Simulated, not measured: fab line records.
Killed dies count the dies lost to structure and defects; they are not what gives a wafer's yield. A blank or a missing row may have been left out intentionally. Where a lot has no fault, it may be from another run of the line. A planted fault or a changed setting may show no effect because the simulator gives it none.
Matching of chambers -- flow nand-harc -- rie-diel-11 running NHARC_A_CONTACT_DESCUM_13: 4 sister chambers
The step chemistry O2, time 3 s. 4 wafers are shown with their chamber, then 12 later ones without.

== WAFERS PAIRED WITH THEIR CHAMBERS ==
wafer,chamber,drypump-motor-current-A (A)
L085.6,2,5.7
L087.1,0,5.5
L087.3,1,5.8
L087.4,3,5.8

== WAFERS WHOSE CHAMBER IS MISSING ==
wafer,drypump-motor-current-A (A)
L088.2,5.8
L088.4,5.7
L088.5,5.7
L093.1,5.7
L093.3,5.8
L093.5,5.7
L095.2,5.6
L095.4,5.7
L095.5,5.6
L096.4,5.7
L096.5,5.7
L096.6,5.7

== THE CHAMBER EACH PASSED THROUGH ==
wafer,from the rows above,in truth
L088.2,can't be placed: 1 or 3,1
L088.4,2,2
L088.5,2,2
L093.1,2,2
L093.3,can't be placed: 1 or 3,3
L093.5,2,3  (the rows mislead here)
L095.2,can't be placed: 0 or 2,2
L095.4,2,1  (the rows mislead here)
L095.5,can't be placed: 0 or 2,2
L096.4,2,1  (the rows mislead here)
L096.5,2,2
L096.6,2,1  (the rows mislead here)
Correctly placed: 4 of 12. These rows do not allow placing 4 (true chamber among the candidates in 4). Placed wrongly: 4.
How it was worked out, from the rows above alone: a wafer's distance from a chamber is the root of the sum, over the readings, of the square of ((its reading less the chamber's mean) divided by the reading's scatter). If the next closest chamber is less than 2 further off than the closest, the wafer can't be placed; otherwise it belongs to the closest. For every chamber, the mean is computed from those of its wafers that are shown. The scatter: root of mean squared gap, hidden wafer to nearest shown wafer, with one shown wafer a chamber.
